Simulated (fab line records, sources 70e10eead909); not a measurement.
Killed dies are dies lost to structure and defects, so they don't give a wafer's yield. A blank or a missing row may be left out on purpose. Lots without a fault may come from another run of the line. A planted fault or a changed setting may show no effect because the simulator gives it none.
Chamber matching | flow nand_harc | NHARC_P_GATE_DESCUM_48 on rie_diel-10: 4 sister chambers
The step chemistry O2, time 3 s. 4 wafers are shown with their chamber, then 8 later ones without.

WAFERS WITH THEIR CHAMBER
wafer  | chamber | drypump_motor_current_A (A)
L089.2 | 0       | 5.8
L089.4 | 2       | 5.2
L089.5 | 3       | 6.4
L091.2 | 1       | 5.7

WAFERS WITHOUT THEIR CHAMBER
wafer  | drypump_motor_current_A (A)
L091.3 | 5.2
L091.6 | 5.8
L093.3 | 5.2
L093.5 | 6.4
L093.6 | 5.2
L095.1 | 6.3
L095.4 | 5.9
L095.5 | 5.8

WHICH CHAMBER EACH WENT THROUGH
wafer  | from the rows above     | in truth
L091.3 | 2                       | 2
L091.6 | can't be placed: 0 or 1 | 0
L093.3 | 2                       | 2
L093.5 | 3                       | 3
L093.6 | 2                       | 2
L095.1 | 3                       | 3
L095.4 | can't be placed: 0 or 1 | 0
L095.5 | can't be placed: 0 or 1 | 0
Placed correctly: 5 of 8. Can't be placed from these rows: 3 (the true chamber is among the candidates in 3). Placed wrongly: 0.
How it was worked out, from the rows above alone: a wafer's distance from a chamber is the root of the sum, over the readings, of the square of ((its reading less the chamber's mean) divided by the reading's scatter). The wafer belongs to the nearest chamber; if the next one is less than 2 further off, it can't be placed. A chamber's mean is the mean of its shown wafers. The scatter: with one shown wafer a chamber, the root of the mean of the squares of how far each hidden wafer lies from its nearest shown one.
